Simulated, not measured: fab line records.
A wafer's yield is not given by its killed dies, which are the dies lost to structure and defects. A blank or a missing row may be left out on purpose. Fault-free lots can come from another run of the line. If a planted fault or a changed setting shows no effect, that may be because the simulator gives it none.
Chamber matching	flow n5Finfet	4 sister chambers for N5_BEOL_M10_VIA_ETCH_34 on rieDiel-06
The step etches SiCOH lowk in C4F6/O2, target depth 184.5 nm, time 69.2 s. 8 wafers are shown with their chamber, then 7 later ones without.

WAFERS, EACH WITH ITS CHAMBER
wafer	chamber	showerheadPlenumPTorr (Torr)	drypumpMotorCurrentA (A)
L076.3	2	3.01	5.5
L076.4	3	2.98	5.1
L082.4	0	3.00	5.3
L082.6	2	3.00	5.4
L083.2	0	3.00	5.3
L083.5	3	2.97	5.1
L085.2	1	2.72	6.7
L085.5	1	2.72	6.6

WAFERS MISSING THEIR CHAMBER
wafer	showerheadPlenumPTorr (Torr)	drypumpMotorCurrentA (A)
L085.6	3.00	5.3
L086.1	3.00	5.5
L086.3	2.97	5.1
L086.4	3.00	5.3
L088.3	2.71	6.6
L088.5	2.97	5.1
L088.6	3.00	5.3

EACH ONE'S CHAMBER
wafer	from the rows above	in truth
L085.6	0	0
L086.1	2	2
L086.3	3	3
L086.4	0	0
L088.3	1	1
L088.5	3	3
L088.6	0	0
Correct placement for 7 of the 7. Left unplaced by these rows: 0. Placed wrongly: 0.
How it was worked out, from the rows above alone: a wafer's distance from a chamber is the root of the sum, over the readings, of the square of ((its reading less the chamber's mean) divided by the reading's scatter). If the next closest chamber is less than 2 further off than the closest, the wafer can't be placed; otherwise it belongs to the closest. A chamber's mean is the mean of its shown wafers. The scatter: take each reading less its chamber's mean, square it, sum over the shown wafers, divide by the number of wafers less the number of chambers, and take the root.
